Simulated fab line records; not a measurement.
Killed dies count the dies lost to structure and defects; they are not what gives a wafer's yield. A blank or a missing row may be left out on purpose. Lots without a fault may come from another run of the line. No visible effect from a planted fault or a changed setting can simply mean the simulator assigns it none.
Matching of chambers    flow n5_finfet    N5_SD_EPI_P_ETCH_36 on rie_diel-04: 4 sister chambers
The step etches SiARC in CF4, target depth 45.5 nm, time 75.8 s. 4 wafers are shown with their chamber, then 12 later ones without.

## WAFERS, EACH WITH ITS CHAMBER
wafer   chamber  showerhead_plenum_p_Torr (Torr)
L086.3  1        2.10
L087.1  0        2.13
L087.4  2        2.22
L087.5  3        2.06

## WAFERS WITHOUT THEIR CHAMBER
wafer   showerhead_plenum_p_Torr (Torr)
L088.2  2.10
L088.3  2.22
L088.5  2.22
L090.1  2.06
L090.2  2.10
L090.3  2.22
L091.3  2.13
L091.4  2.09
L091.6  2.22
L094.1  2.13
L094.2  2.22
L094.3  2.06

## CHAMBER TAKEN BY EACH
wafer   from the rows above  in truth
L088.2  1                    1
L088.3  2                    2
L088.5  2                    2
L090.1  3                    3
L090.2  1                    1
L090.3  2                    2
L091.3  0                    0
L091.4  1                    1
L091.6  2                    2
L094.1  0                    0
L094.2  2                    2
L094.3  3                    3
12 of 12 placed correctly. Left unplaced by these rows: 0. Wrongly placed: 0.
How it was worked out, from the rows above alone: a wafer's distance from a chamber is the root of the sum, over the readings, of the square of ((its reading less the chamber's mean) divided by the reading's scatter). If the next closest chamber is less than 2 further off than the closest, the wafer can't be placed; otherwise it belongs to the closest. Each chamber's mean is taken over the wafers shown for it. The scatter (one wafer shown for each chamber): square how far every hidden wafer sits from the nearest shown wafer, average those squares and take the square root.
